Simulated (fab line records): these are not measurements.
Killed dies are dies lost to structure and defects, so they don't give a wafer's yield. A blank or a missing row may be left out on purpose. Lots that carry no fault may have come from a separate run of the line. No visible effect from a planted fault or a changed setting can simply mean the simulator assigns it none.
Which of the tools did it? :: flow n5_finfet :: 27 wafers from 9 lots sampled at 5 of the route's 1938 steps

WHAT THE GAUGES SHOWED, per wafer
N5_BEOL_M4_RC_MEAS_101. Usual: DIBL_N 36.2 mV/V, standard deviation 1.2; DIBL_P 36.3 mV/V, standard deviation 1.3; IOFF_N 0.155 nA/um, standard deviation 0.019; IOFF_P 0.210 nA/um, standard deviation 0.029; ION_N 677 uA/um, standard deviation 8.6; ION_P 465 uA/um, standard deviation 6.8; SS_N 71.4 mV/dec, standard deviation 0.48; SS_P 73.2 mV/dec, standard deviation 0.53; VT_N 249.9 mV, standard deviation 2.4; VT_P -250 mV, standard deviation 3.2.
lot: L127
measured: day 7 14:26
on: prober-02
DIBL_N (mV/V): 36.5 36.3 37.5
DIBL_P (mV/V): 36.8 36.4 37.9
IOFF_N (nA/um): 0.157 0.153 0.178
IOFF_P (nA/um): 0.199 0.198 0.220
ION_N (uA/um): 672 673 685
ION_P (uA/um): 464 459 469
SS_N (mV/dec): 71.7 71.1 71.9
SS_P (mV/dec): 72.9 73.6 72.6
VT_N (mV): 250.5 251.6 249.3
VT_P (mV): -252 -250 -250
flag: 

lot: L128
measured: day 8 08:42
on: prober-01
DIBL_N (mV/V): 35.3 36.7 34.3
DIBL_P (mV/V): 36.5 38.1 35.1
IOFF_N (nA/um): 0.138 0.162 0.116
IOFF_P (nA/um): 0.190 0.215 0.163
ION_N (uA/um): 682 675 674
ION_P (uA/um): 470 464 460
SS_N (mV/dec): 70.8 72.0 70.3
SS_P (mV/dec): 73.2 73.5 72.9
VT_N (mV): 250.0 250.2 257.5
VT_P (mV): -251 -249 -254
flag: 

lot: L136
measured: day 10 08:52
on: prober-01
DIBL_N (mV/V): 37.3 35.2 35.7
DIBL_P (mV/V): 38.1 36.1 36.5
IOFF_N (nA/um): 0.192 0.156 0.164
IOFF_P (nA/um): 0.255 0.230 0.228
ION_N (uA/um): 688 674 676
ION_P (uA/um): 467 461 467
SS_N (mV/dec): 71.8 71.5 71.1
SS_P (mV/dec): 74.0 73.6 72.9
VT_N (mV): 248.3 248.8 248.3
VT_P (mV): -245 -245 -249
flag: 

lot: L140
measured: day 12 04:12
on: prober-01
DIBL_N (mV/V): 37.0 35.7 39.4
DIBL_P (mV/V): 35.5 34.1 38.0
IOFF_N (nA/um): 0.158 0.138 0.196
IOFF_P (nA/um): 0.207 0.196 0.252
ION_N (uA/um): 678 683 681
ION_P (uA/um): 463 472 469
SS_N (mV/dec): 71.4 71.5 71.9
SS_P (mV/dec): 73.4 72.2 73.3
VT_N (mV): 250.1 250.8 247.5
VT_P (mV): -250 -245 -245
flag: 

lot: L142
measured: day 12 01:39
on: prober-01
DIBL_N (mV/V): 37.0 36.3 36.7
DIBL_P (mV/V): 37.8 37.1 37.1
IOFF_N (nA/um): 0.187 0.175 0.172
IOFF_P (nA/um): 0.269 0.266 0.257
ION_N (uA/um): 680 696 686
ION_P (uA/um): 469 479 478
SS_N (mV/dec): 71.5 71.9 71.8
SS_P (mV/dec): 74.1 73.7 73.1
VT_N (mV): 245.6 247.8 245.8
VT_P (mV): -244 -247 -246
flag: 

lot: L147
measured: day 13 15:44
on: prober-02
DIBL_N (mV/V): 34.4 35.5 35.8
DIBL_P (mV/V): 35.3 36.5 36.0
IOFF_N (nA/um): 0.122 0.139 0.135
IOFF_P (nA/um): 0.160 0.180 0.172
ION_N (uA/um): 668 681 664
ION_P (uA/um): 457 462 452
SS_N (mV/dec): 70.6 71.3 71.3
SS_P (mV/dec): 72.8 73.1 72.6
VT_N (mV): 253.7 249.6 249.5
VT_P (mV): -255 -254 -251
flag: 

lot: L148
measured: day 13 20:10
on: prober-02
DIBL_N (mV/V): 37.6 37.3 37.2
DIBL_P (mV/V): 36.5 37.1 36.3
IOFF_N (nA/um): 0.155 0.156 0.147
IOFF_P (nA/um): 0.207 0.218 0.203
ION_N (uA/um): 665 680 671
ION_P (uA/um): 457 465 467
SS_N (mV/dec): 71.7 71.6 71.3
SS_P (mV/dec): 72.6 72.3 73.1
VT_N (mV): 250.2 250.3 250.7
VT_P (mV): -250 -249 -249
flag: 

lot: L149
measured: day 14 17:31
on: prober-02
DIBL_N (mV/V): 36.7 36.6 37.7
DIBL_P (mV/V): 36.1 35.9 38.0
IOFF_N (nA/um): 0.170 0.166 0.184
IOFF_P (nA/um): 0.206 0.199 0.240
ION_N (uA/um): 676 676 690
ION_P (uA/um): 466 461 471
SS_N (mV/dec): 71.5 70.6 72.1
SS_P (mV/dec): 73.0 73.5 73.9
VT_N (mV): 247.0 250.3 245.6
VT_P (mV): -251 -252 -249
flag: 

lot: L150
measured: day 14 10:47
on: prober-02
DIBL_N (mV/V): 35.4 36.9 37.4
DIBL_P (mV/V): 33.4 35.5 36.0
IOFF_N (nA/um): 0.128 0.159 0.164
IOFF_P (nA/um): 0.159 0.188 0.199
ION_N (uA/um): 657 673 674
ION_P (uA/um): 451 459 458
SS_N (mV/dec): 70.9 71.7 71.9
SS_P (mV/dec): 72.4 72.8 73.6
VT_N (mV): 252.2 250.4 249.7
VT_P (mV): -254 -251 -252
flag: 

WHAT TOOL EACH LOT RAN ON (gives the tool, then ch and the chambers of the sampled wafers, and finally the start)
lot: L127
N5_HKMG_FIN_ETCH_35: rie_diel-01 ch 1,2,3, day 4 05:55
N5_HKMG_FIN_ETCH_86: rie_diel-02 ch 1,2,3, day 4 07:07
N5_HKMG_FIN_STRIP_90: rie_diel-04 ch 0,2, day 4 08:17
N5_HKMG_FIN_CMP_23: cmp-03 ch 1,2,3, day 4 09:30

lot: L128
N5_HKMG_FIN_ETCH_35: rie_diel-02 ch 0,1,2, day 4 17:07
N5_HKMG_FIN_ETCH_86: rie_diel-04 ch 0,2,3, day 4 18:07
N5_HKMG_FIN_STRIP_90: rie_diel-04 ch 0,2,3, day 4 19:32
N5_HKMG_FIN_CMP_23: cmp-01 ch 0,3, day 4 20:50

lot: L136
N5_HKMG_FIN_ETCH_35: rie_diel-01 ch 0,1, day 6 09:29
N5_HKMG_FIN_ETCH_86: rie_diel-04 ch 0,2,3, day 6 10:31
N5_HKMG_FIN_STRIP_90: rie_diel-04 ch 0,2,3, day 6 11:38
N5_HKMG_FIN_CMP_23: cmp-01 ch 0,2, day 6 12:57

lot: L140
N5_HKMG_FIN_ETCH_35: rie_diel-01 ch 0,1,2, day 7 12:54
N5_HKMG_FIN_ETCH_86: rie_diel-01 ch 0,1,3, day 7 13:55
N5_HKMG_FIN_STRIP_90: rie_diel-02 ch 0,1,2, day 7 15:09
N5_HKMG_FIN_CMP_23: cmp-01 ch 0,1,3, day 7 16:31

lot: L142
N5_HKMG_FIN_ETCH_35: rie_diel-02 ch 0,3, day 7 22:01
N5_HKMG_FIN_ETCH_86: rie_diel-01 ch 2,3, day 7 23:02
N5_HKMG_FIN_STRIP_90: rie_diel-01 ch 0,3, day 8 00:15
N5_HKMG_FIN_CMP_23: cmp-01 ch 0,1,3, day 8 01:40

lot: L147
N5_HKMG_FIN_ETCH_35: rie_diel-02 ch 0,1,2, day 9 05:21
N5_HKMG_FIN_ETCH_86: rie_diel-02 ch 0,1,2, day 9 06:23
N5_HKMG_FIN_STRIP_90: rie_diel-02 ch 0,1,2, day 9 07:31
N5_HKMG_FIN_CMP_23: cmp-03 ch 1,2,3, day 9 08:46

lot: L148
N5_HKMG_FIN_ETCH_35: rie_diel-01 ch 0,2,3, day 9 09:55
N5_HKMG_FIN_ETCH_86: rie_diel-02 ch 0,3, day 9 10:55
N5_HKMG_FIN_STRIP_90: rie_diel-04 ch 0,2,3, day 9 12:10
N5_HKMG_FIN_CMP_23: cmp-03 ch 0,3, day 9 13:23

lot: L149
N5_HKMG_FIN_ETCH_35: rie_diel-04 ch 0,2,3, day 9 22:08
N5_HKMG_FIN_ETCH_86: rie_diel-04 ch 0,2,3, day 9 23:07
N5_HKMG_FIN_STRIP_90: rie_diel-02 ch 2,3, day 10 00:13
N5_HKMG_FIN_CMP_23: cmp-03 ch 1,2, day 10 01:26

lot: L150
N5_HKMG_FIN_ETCH_35: rie_diel-04 ch 0,2, day 10 01:10
N5_HKMG_FIN_ETCH_86: rie_diel-02 ch 0,1,2, day 10 02:11
N5_HKMG_FIN_STRIP_90: rie_diel-02 ch 0,2, day 10 03:19
N5_HKMG_FIN_CMP_23: cmp-04 ch 0,1,3, day 10 04:32
- N5_HKMG_FIN_ETCH_35: etches SOC in N2/H2, target depth 215.8 nm, time 243.4 s.
- N5_HKMG_FIN_ETCH_86: etches SOC in N2/H2, stops on TiN, target depth 393.2 nm.
- N5_HKMG_FIN_STRIP_90: strips SOC in N2/H2, time 20 s.
- N5_HKMG_FIN_CMP_23: polishes, stops on SiNx, t overpolish 10 s, target thk 46.326 nm.

AS READ BY THE TOOLS THEMSELVES (means over the sampled wafers that have a number; for cases with no such wafer, the mark the record gives instead)
N5_HKMG_FIN_ETCH_35. Usual: drypump_motor_current_A 5.4 A, standard deviation 0.37; oes_product_au 0.81 a.u., standard deviation 0.083; rf_vpp_V 142.0 V, standard deviation 0.94; showerhead_plenum_p_Torr 2.58 Torr, standard deviation 0.064; throttle_valve_pct 17.82 %, standard deviation 0.2.
lot: L127
tool: rie_diel-01
drypump_motor_current_A (A): 5.9
oes_product_au (a.u.): 0.89
rf_vpp_V (V): 142.1
showerhead_plenum_p_Torr (Torr): 2.61
throttle_valve_pct (%): 17.66
flag: 

lot: L128
tool: rie_diel-02
drypump_motor_current_A (A): 5.3
oes_product_au (a.u.): 0.77
rf_vpp_V (V): 142.5
showerhead_plenum_p_Torr (Torr): 2.59
throttle_valve_pct (%): 17.99
flag: 

lot: L136
tool: rie_diel-01
drypump_motor_current_A (A): 5.4
oes_product_au (a.u.): 0.83
rf_vpp_V (V): 141.7
showerhead_plenum_p_Torr (Torr): 2.67
throttle_valve_pct (%): 17.69
flag: 

lot: L140
tool: rie_diel-01
drypump_motor_current_A (A): 5.7
oes_product_au (a.u.): 0.82
rf_vpp_V (V): 143.1
showerhead_plenum_p_Torr (Torr): 2.67
throttle_valve_pct (%): 17.70
flag: 

lot: L142
tool: rie_diel-02
drypump_motor_current_A (A): 5.3
oes_product_au (a.u.): 0.73
rf_vpp_V (V): 142.6
showerhead_plenum_p_Torr (Torr): 2.64
throttle_valve_pct (%): 17.95
flag: 

lot: L147
tool: rie_diel-02
drypump_motor_current_A (A): 5.3
oes_product_au (a.u.): 0.75
rf_vpp_V (V): 142.2
showerhead_plenum_p_Torr (Torr): 2.57
throttle_valve_pct (%): 18.04
flag: 

lot: L148
tool: rie_diel-01
drypump_motor_current_A (A): 5.7
oes_product_au (a.u.): 0.86
rf_vpp_V (V): 142.4
showerhead_plenum_p_Torr (Torr): 2.61
throttle_valve_pct (%): 17.61
flag: 

lot: L149
tool: rie_diel-04
drypump_motor_current_A (A): 5.6
oes_product_au (a.u.): 0.79
rf_vpp_V (V): 141.4
showerhead_plenum_p_Torr (Torr): 2.55
throttle_valve_pct (%): 17.86
flag: 

lot: L150
tool: rie_diel-04
drypump_motor_current_A (A): 5.7
oes_product_au (a.u.): 0.75
rf_vpp_V (V): 142.1
showerhead_plenum_p_Torr (Torr): 2.53
throttle_valve_pct (%): 17.91
flag: 

N5_HKMG_FIN_ETCH_86. Usual: drypump_motor_current_A 5.5 A, standard deviation 0.36; oes_product_au 0.81 a.u., standard deviation 0.085; rf_vpp_V 241.3 V, standard deviation 1.1; showerhead_plenum_p_Torr 2.59 Torr, standard deviation 0.068; throttle_valve_pct 17.78 %, standard deviation 0.21.
lot: L127
tool: rie_diel-02
drypump_motor_current_A (A): 5.1
oes_product_au (a.u.): 0.79
rf_vpp_V (V): 241.5
showerhead_plenum_p_Torr (Torr): 2.59
throttle_valve_pct (%): 17.75
flag: 

lot: L128
tool: rie_diel-04
drypump_motor_current_A (A): 5.6
oes_product_au (a.u.): 0.83
rf_vpp_V (V): 241.4
showerhead_plenum_p_Torr (Torr): 2.57
throttle_valve_pct (%): 17.76
flag: 

lot: L136
tool: rie_diel-04
drypump_motor_current_A (A): 5.6
oes_product_au (a.u.): 0.82
rf_vpp_V (V): 241.1
showerhead_plenum_p_Torr (Torr): 2.56
throttle_valve_pct (%): 17.79
flag: 

lot: L140
tool: rie_diel-01
drypump_motor_current_A (A): 5.6
oes_product_au (a.u.): 0.81
rf_vpp_V (V): 241.9
showerhead_plenum_p_Torr (Torr): 2.60
throttle_valve_pct (%): 17.69
flag: 

lot: L142
tool: rie_diel-01
drypump_motor_current_A (A): 6.0
oes_product_au (a.u.): 0.87
rf_vpp_V (V): 242.0
showerhead_plenum_p_Torr (Torr): 2.62
throttle_valve_pct (%): 17.55
flag: 

lot: L147
tool: rie_diel-02
drypump_motor_current_A (A): 5.3
oes_product_au (a.u.): 0.74
rf_vpp_V (V): 241.2
showerhead_plenum_p_Torr (Torr): 2.57
throttle_valve_pct (%): 18.02
flag: 

lot: L148
tool: rie_diel-02
drypump_motor_current_A (A): 5.3
oes_product_au (a.u.): 0.71
rf_vpp_V (V): 242.2
showerhead_plenum_p_Torr (Torr): 2.63
throttle_valve_pct (%): 17.95
flag: 

lot: L149
tool: rie_diel-04
drypump_motor_current_A (A): 5.6
oes_product_au (a.u.): 0.79
rf_vpp_V (V): 240.9
showerhead_plenum_p_Torr (Torr): 2.55
throttle_valve_pct (%): 17.83
flag: 

lot: L150
tool: rie_diel-02
drypump_motor_current_A (A): 5.3
oes_product_au (a.u.): 0.73
rf_vpp_V (V): 241.3
showerhead_plenum_p_Torr (Torr): 2.57
throttle_valve_pct (%): 18.03
flag: 

N5_HKMG_FIN_STRIP_90. Usual: bias_power_w is 8.004 W with standard deviation 0.019, drypump_motor_current_A is 5.5 A with standard deviation 0.34, oes_product_au is 0.81 a.u. with standard deviation 0.09, power_w is 500.0 W with standard deviation 1.6, rf_vpp_V is 54.4 V with standard deviation 0.84, showerhead_plenum_p_Torr is 3.40 Torr with standard deviation 0.075, and throttle_valve_pct is 18.97 % with standard deviation 0.28.
lot: L127
tool: rie_diel-04
bias_power_w (W): 7.995
drypump_motor_current_A (A): 5.5
oes_product_au (a.u.): 0.85
power_w (W): 499.3
rf_vpp_V (V): 53.8
showerhead_plenum_p_Torr (Torr): 3.40
throttle_valve_pct (%): 18.95
flag: 

lot: L128
tool: rie_diel-04
bias_power_w (W): 7.985
drypump_motor_current_A (A): 5.6
oes_product_au (a.u.): 0.85
power_w (W): 500.3
rf_vpp_V (V): 54.7
showerhead_plenum_p_Torr (Torr): 3.39
throttle_valve_pct (%): 18.88
flag: 

lot: L136
tool: rie_diel-04
bias_power_w (W): 8.004
drypump_motor_current_A (A): 5.6
oes_product_au (a.u.): 0.84
power_w (W): 498.2
rf_vpp_V (V): 54.4
showerhead_plenum_p_Torr (Torr): 3.38
throttle_valve_pct (%): 18.90
flag: 

lot: L140
tool: rie_diel-02
bias_power_w (W): 7.991
drypump_motor_current_A (A): 5.3
oes_product_au (a.u.): 0.75
power_w (W): 500.5
rf_vpp_V (V): 54.3
showerhead_plenum_p_Torr (Torr): 3.40
throttle_valve_pct (%): 19.15
flag: 

lot: L142
tool: rie_diel-01
bias_power_w (W): 8.012
drypump_motor_current_A (A): 5.4
oes_product_au (a.u.): 0.89
power_w (W): 501.1
rf_vpp_V (V): 54.3
showerhead_plenum_p_Torr (Torr): 3.45
throttle_valve_pct (%): 18.73
flag: 

lot: L147
tool: rie_diel-02
bias_power_w (W): 8.033
drypump_motor_current_A (A): 5.3
oes_product_au (a.u.): 0.74
power_w (W): 498.7
rf_vpp_V (V): 53.9
showerhead_plenum_p_Torr (Torr): 3.39
throttle_valve_pct (%): 19.18
flag: 

lot: L148
tool: rie_diel-04
bias_power_w (W): 8.014
drypump_motor_current_A (A): 5.6
oes_product_au (a.u.): 0.80
power_w (W): 499.3
rf_vpp_V (V): 54.8
showerhead_plenum_p_Torr (Torr): 3.37
throttle_valve_pct (%): 18.93
flag: 

lot: L149
tool: rie_diel-02
bias_power_w (W): 7.985
drypump_motor_current_A (A): 5.2
oes_product_au (a.u.): 0.72
power_w (W): 501.3
rf_vpp_V (V): 54.1
showerhead_plenum_p_Torr (Torr): 3.42
throttle_valve_pct (%): 18.77
flag: 

lot: L150
tool: rie_diel-02
bias_power_w (W): 8.007
drypump_motor_current_A (A): 5.6
oes_product_au (a.u.): 0.70
power_w (W): 500.9
rf_vpp_V (V): 55.2
showerhead_plenum_p_Torr (Torr): 3.42
throttle_valve_pct (%): 19.38
flag: 

N5_HKMG_FIN_CMP_23. Usual: head_pressure_psi 4.000 psi, standard deviation 0.0094; motor_current_A 12.2 A, standard deviation 1.2; overpolish_run_s 10.000 s, standard deviation 0.01; pad_life_wafers 893, standard deviation 510; time_to_endpoint_s 12.7 s, standard deviation 2.3.
lot: L127
tool: cmp-03
head_pressure_psi (psi): 4.006
motor_current_A (A): 12.7
overpolish_run_s (s): 9.995
pad_life_wafers: 379
time_to_endpoint_s (s): 11.0
flag: 

lot: L128
tool: cmp-01
head_pressure_psi (psi): 3.994
motor_current_A (A): 12.2
overpolish_run_s (s): 9.995
pad_life_wafers: 1759
time_to_endpoint_s (s): 12.7
flag: 

lot: L136
tool: cmp-01
head_pressure_psi (psi): 4.001
motor_current_A (A): 12.6
overpolish_run_s (s): 9.997
pad_life_wafers: 86
time_to_endpoint_s (s): 10.5
flag: 

lot: L140
tool: cmp-01
head_pressure_psi (psi): 3.935
motor_current_A (A): 12.1
overpolish_run_s (s): 9.991
pad_life_wafers: 308
time_to_endpoint_s (s): 11.9
flag: OFF

lot: L142
tool: cmp-01
head_pressure_psi (psi): 3.929
motor_current_A (A): 12.1
overpolish_run_s (s): 10.001
pad_life_wafers: 392
time_to_endpoint_s (s): 11.0
flag: OFF

lot: L147
tool: cmp-03
head_pressure_psi (psi): 3.998
motor_current_A (A): 12.8
overpolish_run_s (s): 9.999
pad_life_wafers: 1243
time_to_endpoint_s (s): 15.5
flag: 

lot: L148
tool: cmp-03
head_pressure_psi (psi): 3.994
motor_current_A (A): 12.7
overpolish_run_s (s): 10.000
pad_life_wafers: 1286
time_to_endpoint_s (s): 14.2
flag: 

lot: L149
tool: cmp-03
head_pressure_psi (psi): 4.008
motor_current_A (A): 11.9
overpolish_run_s (s): 10.005
pad_life_wafers: 1368
time_to_endpoint_s (s): 13.2
flag: 

lot: L150
tool: cmp-04
head_pressure_psi (psi): 4.000
motor_current_A (A): 12.0
overpolish_run_s (s): 10.009
pad_life_wafers: 1586
time_to_endpoint_s (s): 11.1
flag: 

THE ANSWER, worked out from the rows above alone
Rule: take the mean of a lot's wafers that have a number; if it is more than 3 standard deviations from the usual mean, the lot is off. A lot without any number at a reading at which 4 lots or more have one is off too. Any other lot the step has rows for is counted as sound. The gauges are gone through in route order, then the tools' own readings, and for those a lot's mean is taken as printed above. The first step at which some lot is off is used, and at that step the reading that is off furthest; a lot without a number counts as furthest.
Off at N5_HKMG_FIN_CMP_23 (head_pressure_psi): L140, L142.
A tool fits if, at that step or a process step before it, it ran every lot that is off, and no sound lot after the first of them. Undecided on this evidence; 2 tools fit (rie_diel-01 at N5_HKMG_FIN_ETCH_86, cmp-01 at N5_HKMG_FIN_CMP_23).

WHAT HAD BEEN PUT IN BY THE SIMULATOR
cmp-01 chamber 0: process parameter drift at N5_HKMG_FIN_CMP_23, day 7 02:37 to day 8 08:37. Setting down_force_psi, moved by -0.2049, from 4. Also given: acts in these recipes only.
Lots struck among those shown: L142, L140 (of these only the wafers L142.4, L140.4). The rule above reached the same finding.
